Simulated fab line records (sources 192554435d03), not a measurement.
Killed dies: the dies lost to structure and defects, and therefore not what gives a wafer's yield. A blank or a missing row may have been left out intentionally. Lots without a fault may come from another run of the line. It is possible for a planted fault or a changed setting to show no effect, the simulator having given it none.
Chamber matching	flow n5Finfet	rieSi-01 running N5_FIN_SAQP_ETCH_64: 4 sister chambers
The step etches SiO2 in CF4, target depth 1.5 nm. 20 wafers are shown with their chamber, then 10 later ones without.

EACH WAFER AND ITS CHAMBER
wafer	chamber	drypumpMotorCurrentA (A)	throttleValvePct (%)	heBacksideLeakSccm (sccm)
L074.1	1	4.7	21.88	2.63
L074.4	0	6.0	21.86	2.32
L074.6	1	4.7	21.88	2.71
L075.3	3	6.6	21.76	2.75
L075.4	1	4.7	21.90	2.52
L075.5	2	5.8	21.80	3.15
L076.3	1	4.7	21.90	2.69
L076.4	2	5.7	21.83	3.21
L076.6	3	6.6	21.76	2.80
L079.1	1	4.7	21.89	2.72
L079.2	3	6.5	21.77	2.82
L079.4	2	5.8	21.81	3.13
L080.1	2	5.7	21.81	2.99
L080.3	0	6.1	21.83	2.42
L080.6	1	4.7	21.89	2.57
L084.3	3	6.6	21.76	2.74
L084.5	2	5.8	21.81	3.15
L084.6	3	6.5	21.75	2.84
L086.1	0	6.0	21.85	2.45
L086.3	2	5.7	21.82	3.12

SIGNATURES, as means of the wafers listed above
reading	chamber 0	chamber 1	chamber 2	chamber 3	scatter within a chamber
drypumpMotorCurrentA	6.033	4.700	5.750	6.560	0.0459
throttleValvePct	21.8467	21.8900	21.8133	21.7600	0.01
heBacksideLeakSccm	2.3967	2.6400	3.1250	2.7900	0.0693
Rule: a wafer lies at a distance from a chamber equal to the root of the sum of squares, over the readings, of (its reading less the chamber's mean, divided by the reading's scatter). The wafer belongs to the nearest chamber; if the next one is less than 2 further off, it can't be placed. The scatter: the root of (the sum of the squares of (reading less its chamber's mean) over the shown wafers, divided by (wafers less chambers)).

WAFERS WITH NO CHAMBER GIVEN
wafer	drypumpMotorCurrentA (A)	throttleValvePct (%)	heBacksideLeakSccm (sccm)
L086.5	4.7	21.89	2.71
L090.1	6.1	21.83	2.43
L090.3	4.7	21.88	2.72
L090.5	4.8	21.89	2.64
L094.1	4.7	21.88	2.58
L094.4	6.1	21.83	2.40
L094.6	6.1	21.84	2.33
L095.1	4.7	21.92	2.84
L095.3	6.6	21.78	2.75
L095.4	6.1	21.85	2.52

THE CHAMBER EACH PASSED THROUGH
wafer	from the rows above	in truth
L086.5	1	1
L090.1	0	0
L090.3	1	1
L090.5	1	1
L094.1	1	1
L094.4	0	0
L094.6	0	0
L095.1	1	1
L095.3	3	3
L095.4	0	0
Correctly placed: 10 of 10. Left unplaced by these rows: 0. Wrongly placed: 0.
